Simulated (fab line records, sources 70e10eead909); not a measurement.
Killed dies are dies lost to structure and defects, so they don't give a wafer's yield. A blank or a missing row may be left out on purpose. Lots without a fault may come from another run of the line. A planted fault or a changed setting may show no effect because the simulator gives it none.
fab line records | flow nand_harc
record lots=13 wafers=39 last_day=25
route steps=1159 shown A_ZERO_WELL@404 A_ONON_D1@444 A_CHANNEL_HOLE_D1@466 END@1159
lots that met no fault: from a run of the same line without faults
start_h: hours from the record's first day to the start of the lot's first wafer shown | wait_h: hours since the lot's step before | " the same as in the row above | L1.1+2: a row that stands for several wafers | - no value, or no start given | * or withheld: withheld | < > ~ a bound
route shown NAME@n: a module of which the file shows steps, and the number in the route of the first | usual: mean/standard deviation of fault-free wafers | same: alike in all rows | chamber/n: place in a boat | sites: the reading at each site | _std_site: their standard deviation | _edge_site: outer sites' mean less inner sites' | radius_mm: how far each site lies from the wafer's centre | mask NAME#n: copy n | behind: the tool/chamber that last shaped the wafer | hold: why the lot was held/for how many hours/how that ended | device: the transistor (n, p or np) that didn't switch | end of line: the same wafers' tests at the end of the route | a step without rows: its recipe alone | killed: dies lost to structure and defects at the first sort, not the wafer's yield | map: a wafer's dies, x killed, . not, _ none there
set.NAME: the setting as run; set.NAME@STEP: as run at that earlier step | model.NAME: the simulator's own value behind a step, which no gauge read
steps of the route over a sample of lots; a table a step, a row a wafer
services: from which hour (start_h, from the record's first day; less than 0 if before it) a tool's chamber was out of use, for how many hours, and why
## steps
# step NHARC_A_ZERO_WELL_ETCH_19
# recipe target_depth_a=800 overetch_a=240 time_s=87.88 ion_energy_ev=200 n2_flow_sccm=150 h2_flow_sccm=150 ar_flow_sccm=0 rf_w=400 bias_w=150 chemistry=N2/H2
# usual drypump_motor_current_A=5.9/0.48 h2_flow_sccm=150.0/0.45 oes_product_au=1.005/0.0094 rf_vpp_V=430.7/2.3 showerhead_plenum_p_Torr=2.05/0.074 throttle_valve_pct=14.171/0.01
# columns lot.wafer tool chamber start_h wait_h drypump_motor_current_A h2_flow_sccm oes_product_au rf_hours_counter_h rf_vpp_V showerhead_plenum_p_Torr throttle_valve_pct
L444.1 rie_diel-05 3 123.37 0.1 5.0 149.7 1.019 9 428.3 1.93 14.148
L444.6 " 3 " " 5.0 150.0 1.021 - 427.9 1.93 14.182
L444.5 " 0 " " 6.4 150.1 1.003 - 433.9 2.11 14.182
L445.1 rie_diel-07 1 132.74 0.1 5.6 150.0 1.001 8 426.9 1.92 14.170
L445.3 " 3 " " 5.7 149.8 1.002 6 432.2 2.09 14.186
L445.2 " 0 " " 6.0 150.3 0.993 8 432.4 2.15 14.166
L446.3 rie_diel-05 3 153.44 0.1 5.0 150.5 1.011 10 426.7 1.93 14.165
L446.1 " 0 " " 6.5 149.7 1.012 10 433.5 2.11 14.150
L446.5 " 3 " " 5.0 150.2 1.009 - 427.2 1.93 14.168
L447.1 rie_diel-04 2 154.97 0.1 6.4 151.1 1.009 2 429.5 2.02 14.167
L447.2 " 3 " " 6.4 149.9 0.995 1 430.6 2.06 14.176
L447.6 " 2 " " 6.4 149.9 1.012 - 430.1 2.01 14.176
L449.3 rie_diel-07 2 155.68 0.1 6.4 149.2 0.990 11 429.0 2.00 14.161
L449.2 " 0 " " 6.0 149.4 1.003 10 434.5 2.15 14.163
L449.6 " 2 " " 6.5 149.9 0.989 - 430.1 2.00 14.184
L451.3 rie_diel-05 2 176.41 0.1 6.1 150.4 0.988 0 432.4 2.15 14.182
L451.4 " 3 " " 5.0 149.9 1.013 0 426.6 1.93 14.170
L451.6 " 2 " " 6.1 150.3 0.986 - 432.8 2.15 14.182
L453.1 rie_diel-05 0 193.06 0.1 6.4 150.3 1.016 1 432.8 2.10 14.160
L453.2 " 3 " " 5.0 149.8 1.005 1 427.1 1.93 14.177
L453.5 " 1 " " 5.6 150.4 1.003 - 431.9 2.11 14.162
L455.2 rie_diel-04 2 229.21 0.1 6.4 150.0 1.014 7 429.6 2.01 14.166
L455.6 " 2 " " 6.4 150.6 1.010 - 430.3 2.01 14.171
L455.5 " 3 " " 6.4 150.1 0.993 - 430.5 2.06 14.184
L459.3 rie_diel-05 2 233.39 0.1 6.1 150.9 0.998 4 434.9 2.15 14.158
L459.6 " 3 " " 5.0 149.5 1.002 - 427.2 1.93 14.164
L459.5 " 0 " " 6.4 149.1 0.999 - 432.3 2.10 14.173
L461.4 rie_diel-07 1 240.09 0.1 5.6 149.8 0.994 0 427.3 1.92 14.170
L461.5 " 3 " " 5.7 149.8 1.008 - 432.1 2.08 14.159
L461.6 " 0 " " 6.0 150.9 0.995 - 433.7 2.15 14.167
L464.1 rie_diel-07 2 246.17 0.1 6.4 150.6 0.998 1 429.8 2.00 14.168
L464.3 " 1 " " 5.6 150.1 0.995 1 426.5 1.92 14.162
L464.6 " 2 " " 6.5 150.7 1.001 - 429.2 2.00 14.167
L466.2 rie_diel-05 3 263.81 0.1 5.0 149.7 1.019 8 427.8 1.93 14.170
L466.1 " 1 " " 5.6 149.9 0.992 7 431.9 2.11 14.174
L466.3 " 2 " " 6.1 148.8 0.999 8 434.1 2.15 14.159
L467.4 rie_diel-07 2 273.33 0.1 6.5 149.8 0.990 5 428.4 2.00 14.172
L467.1 " 3 " " 5.7 149.8 1.001 5 431.6 2.08 14.179
L467.3 " 0 " " 6.0 150.0 0.994 3 433.1 2.15 14.170
# step NHARC_A_ONON_D1_DEP_28
# recipe target_thk_a=10000 n2_flow_sccm=2750 n2o_flow_sccm=2000 nh3_flow_sccm=500 sih4_flow_sccm=210 temp_c=400
# columns lot.wafer tool chamber start_h wait_h
L445.1+2+3 pecvd_onon-02 0 169.10 0.1
L444.1+5+6 pecvd_onon-03 0 169.11 0.1
L447.1+2+6 pecvd_onon-03 0 186.83 0.1
L449.2+3+6 pecvd_onon-02 0 186.90 0.1
L446.1+3+5 pecvd_onon-01 0 187.01 0.1
L451.3+4+6 pecvd_onon-01 0 211.87 0.2
L453.1+2+5 pecvd_onon-01 0 227.45 0.1
L455.2+5+6 pecvd_onon-01 0 262.80 0.1
L461.4+5+6 pecvd_onon-02 0 272.95 0.2
L459.3+5+6 pecvd_onon-02 0 273.24 0.2
L464.1+3+6 pecvd_onon-03 0 282.55 0.1
L466.1+2+3 pecvd_onon-03 0 297.84 0.2
L467.1+3+4 pecvd_onon-02 0 307.58 0.1
# step NHARC_A_ONON_D1_THK_MEAS_30
# recipe thk_meas_gauge=ellipsometry
# usual thk_nm=1002/12
# columns lot.wafer tool chamber start_h wait_h thk_nm
L445.1 film_metro-01 - 169.61 - 983
L445.2 " - " " 985
L445.3 " - " " 984
L444.1 film_metro-02 - 169.62 - 980
L444.5 " - " " 981
L444.6 " - " " 980
L447.1 film_metro-01 - 187.34 - 1016
L447.2 " - " " 1012
L447.6 " - " " 1012
L449.2 film_metro-02 - 187.35 - 1017
L449.3 " - " " 1014
L449.6 " - " " 1015
L446.1 film_metro-01 - 187.52 - 1000
L446.3 " - " " 999
L446.5 " - " " 998
L451.3 film_metro-02 - 212.26 - 991
L451.4 " - " " 990
L451.6 " - " " 991
L453.1 film_metro-02 - 227.96 - 1597
L453.2 " - " " 1596
L453.5 " - " " 1597
L455.2 film_metro-01 - 263.26 - 1589
L455.5 " - " " 1588
L455.6 " - " " 1588
L461.4 film_metro-01 - 273.29 - 995
L461.5 " - " " 995
L461.6 " - " " 994
L459.3 film_metro-02 - 273.64 - 996
L459.5 " - " " 996
L459.6 " - " " 997
L464.1 film_metro-02 - 283.06 - 988
L464.3 " - " " 987
L464.6 " - " " 989
L466.1 film_metro-02 - 298.36 - 1000
L466.2 " - " " 999
L466.3 " - " " 1000
L467.1 film_metro-02 - 308.10 - 999
L467.3 " - " " 999
L467.4 " - " " 998
# step NHARC_A_CHANNEL_HOLE_D1_ETCH_38
# recipe target_depth_a=390 over_etch_frac=0.3 time_s=65 ion_energy_ev=80 cf4_flow_sccm=150 ar_flow_sccm=0 rf_w=300 bias_w=100 chemistry=CF4
# usual drypump_motor_current_A=5.8/0.35 oes_product_au=0.995/0.014 rf_vpp_V=151.4/1.1 showerhead_plenum_p_Torr=1.78/0.057 throttle_valve_pct=13.284/0.01
# columns lot.wafer tool chamber start_h wait_h drypump_motor_current_A oes_product_au rf_hours_counter_h rf_vpp_V showerhead_plenum_p_Torr throttle_valve_pct
L445.2 rie_diel-08 3 172.98 0.1 5.7 0.995 1.8 151.9 1.78 13.285
L445.3 " 0 " " 5.8 0.985 2.2 152.7 1.78 13.296
L445.1 " 2 " " 5.7 0.979 2.1 149.9 1.70 13.274
L444.1 rie_diel-09 2 173.20 0.1 5.1 1.008 6.0 152.7 1.79 13.297
L444.6 " 3 " " 6.0 1.009 - 151.9 1.76 13.271
L444.5 " 0 " " 5.3 0.995 - 151.9 1.88 13.278
L449.3 rie_diel-10 1 193.15 0.1 5.6 1.012 0.3 151.5 1.83 13.278
L449.2 " 0 " " 5.7 1.007 0.5 152.1 1.81 13.281
L449.6 " 2 " " 6.1 0.998 - 151.6 1.78 13.271
L447.2 rie_diel-09 1 193.31 0.1 6.3 0.985 7.9 151.1 1.76 13.288
L447.1 " 2 " " 5.1 0.993 6.9 152.0 1.79 13.294
L447.6 " 1 " " 6.3 0.989 - 152.1 1.76 13.278
L446.1 rie_diel-08 0 194.32 0.1 5.8 0.981 3.1 150.6 1.78 13.294
L446.3 " 3 " " 5.7 1.007 3.1 151.0 1.78 13.272
L446.5 " 1 " " 5.7 0.989 - 150.7 1.68 13.292
L451.4 rie_diel-08 1 216.21 0.1 5.7 0.978 5.2 150.0 1.68 13.280
L451.3 " 2 " " 5.7 0.981 5.0 150.5 1.70 13.271
L451.6 " 2 " " 5.7 0.978 - 150.2 1.70 13.291
L461.4 rie_diel-08 0 279.09 0.1 5.8 0.978 8.2 149.7 1.78 13.274
L461.5 " 2 " " 5.7 0.959 - 149.2 1.70 13.281
L461.6 " 3 " " 5.7 1.010 - 150.4 1.78 13.299
L459.3 rie_diel-09 0 281.06 0.1 5.3 0.982 1.7 152.4 1.88 13.280
L459.5 " 2 " " 5.1 0.980 - 150.9 1.79 13.284
L459.6 " 3 " " 6.0 0.983 - 151.3 1.76 13.284
L464.1 rie_diel-08 2 286.49 0.1 5.7 0.973 9.1 150.4 1.70 13.275
L464.3 " 3 " " 5.7 1.007 8.5 152.1 1.78 13.276
L464.6 " 2 " " 5.7 0.974 - 150.4 1.70 13.278
L466.2 rie_diel-09 0 305.10 0.1 5.3 0.988 3.6 152.4 1.88 13.274
L466.1 " 1 " " 6.3 0.989 3.1 153.2 1.76 13.281
L466.3 " 3 " " 6.0 0.994 3.8 152.1 1.76 13.270
L467.1 rie_diel-08 3 313.44 0.1 5.7 0.997 0.1 152.8 1.78 13.287
L467.4 " 0 " " 5.8 0.981 0.1 150.4 1.78 13.278
L467.3 " 1 " " 5.8 0.999 0.1 150.5 1.67 13.285
# step NHARC_END_SORT_01
# recipe temp_c=25
# usual killed_at_array=29/10 killed_at_other=0.7/1.1 killed_at_periphery=3.3/2.4 killed_dies=33/11 killed_open=3.3/2 killed_short=1.9/1.3
# same gross_dies=677
# columns lot.wafer tool chamber start_h wait_h killed_at_array killed_at_other killed_at_periphery killed_dies killed_open killed_short
L453.1 prober-02 0 498.08 2.5 677 0 0 677 8 3
L453.2 prober-02 0 498.90 2.8 671 1 5 677 7 2
L453.5 prober-02 0 501.34 3.8 675 0 2 677 7 2
L455.2 prober-01 0 550.37 2.8 671 2 4 677 2 0
L455.5 prober-01 0 552.77 3.7 669 1 7 677 9 2
L455.6 prober-01 0 553.57 4.0 671 1 5 677 2 1
# killed by level:class
L453.1 A_ONON_D1:area_dep=651 A_STAIRCASE:chamber_film_flake=8 A_CONTACT:geometric_particle:open=3 A_CHANNEL_HOLE_D1:chamber_film_flake=3 A_CHANNEL_HOLE_D1:geometric_particle:open=2 A_WL_FILL:geometric_particle:short=2 A_M0:geometric_particle:open=2 A_WL_FILL:geometric_particle:open=1
L453.2 A_ONON_D1:area_dep=654 A_STAIRCASE:chamber_film_flake=6 A_CONTACT:chamber_film_flake=4 P_CONTACT:geometric_particle:open=3 A_CONTACT:geometric_particle:open=2 A_CHANNEL_HOLE_D1:chamber_film_flake=2 P_CONTACT:geometric_particle:short=1 P_M1:geometric_particle:open=1
L453.5 A_ONON_D1:area_dep=656 A_CONTACT:chamber_film_flake=4 A_CHANNEL_HOLE_D1:chamber_film_flake=3 A_STAIRCASE:chamber_film_flake=3 A_WL_FILL:geometric_particle:open=2 A_M0:geometric_particle:open=2 P_CONTACT:geometric_particle:open=1 A_SGD_CUT:geometric_particle:open=1
L455.2 A_ONON_D1:area_dep=642 A_SLIT:chamber_film_flake=14 A_CHANNEL_HOLE_D1:chamber_film_flake=9 A_CONTACT:chamber_film_flake=5 THIN_TSV:chamber_film_flake=2 P_CONTACT:geometric_particle:open=1 A_SOURCE_PLATE:geometric_particle:open=1 P_STI:chamber_film_flake=1
L455.5 A_ONON_D1:area_dep=632 A_SLIT:chamber_film_flake=16 A_CHANNEL_HOLE_D1:chamber_film_flake=11 A_CONTACT:chamber_film_flake=3 P_STI:geometric_particle:open=2 P_CONTACT:geometric_particle:open=2 P_CONTACT:chamber_film_flake=2 A_CHANNEL_FILL_D1:geometric_particle:open=1
L455.6 A_ONON_D1:area_dep=646 A_SLIT:chamber_film_flake=17 P_M1:chamber_film_flake=3 A_CHANNEL_HOLE_D1:chamber_film_flake=3 A_CONTACT:chamber_film_flake=3 P_GATE:geometric_particle:open=1 A_SGD_CUT:geometric_particle:short=1 A_WL_FILL:geometric_particle:open=1
## services
# columns tool chamber start_h hours kind
rie_diel-04 2 99.60 20.7 repair
rie_diel-04 3 103.17 32.4 repair
rie_diel-04 - 110.81 0.3 repair
pecvd_onon-02 - 111.18 13.0 pm
rie_diel-04 - 112.14 9.0 pm
rie_diel-08 2 115.89 8.2 repair
rie_diel-08 - 124.80 9.0 pm
rie_diel-08 3 145.91 6.7 repair
pecvd_onon-03 - 153.17 13.0 pm
rie_diel-04 3 162.47 14.1 repair
rie_diel-05 - 163.60 9.0 pm
rie_diel-08 0 180.76 1.9 repair
pecvd_onon-01 - 195.29 13.0 pm
rie_diel-07 - 228.20 9.0 pm
rie_diel-08 0 240.09 7.6 repair
rie_diel-04 2 242.42 7.1 repair
rie_diel-09 3 242.98 8.4 repair
rie_diel-05 - 250.52 0.4 repair
rie_diel-07 0 251.03 11.9 repair
rie_diel-09 - 254.11 9.0 pm
rie_diel-09 1 273.46 4.7 repair
rie_diel-08 1 285.38 1.6 repair
pecvd_onon-02 - 292.18 13.0 pm
rie_diel-08 - 301.80 9.0 pm
## key
first_sign step=NHARC_A_ONON_D1_THK_MEAS_30 reading=thk_nm direction=up sigmas=49 usual=1002 struck=1593
effect step=NHARC_END_SORT_01 reading=killed_at_array direction=up sigmas=63 usual=29 struck=672
more_kills_born_at NHARC_A_ONON_D1_DEP_28@pecvd_onon-01=3881
met_at NHARC_A_ONON_D1_DEP_28
struck_lots L453,L455
struck_wafers L453.1,L453.2,L453.5,L455.2,L455.5,L455.6
later_rows_left_out L453.1,L453.2,L453.5,L455.2,L455.5,L455.6
tester_left_out L453,L455
not_acting_at NHARC_A_ZERO_WELL_ETCH_19,NHARC_A_CHANNEL_HOLE_D1_ETCH_38
onset_between 211.87 227.45
fault kind=process_parameter_drift tool=pecvd_onon-01 chamber=0 onset_h=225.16 steps=NHARC_A_ONON_D1_DEP_28 channel=target_thk_a offset=* shape=step acts_in=* stated=*
# tester_left_out: of these lots the tester's yield and bins aren't shown, on N5 and GAA mostly nor the transistor test; their killed dies are dies lost to structure and defects alone, not to doping, threshold or leakage, so they don't give the yield
# later_rows_left_out: the simulator's readings of these wafers behind a module that went badly wrong aren't trusted and aren't shown, but for the sort
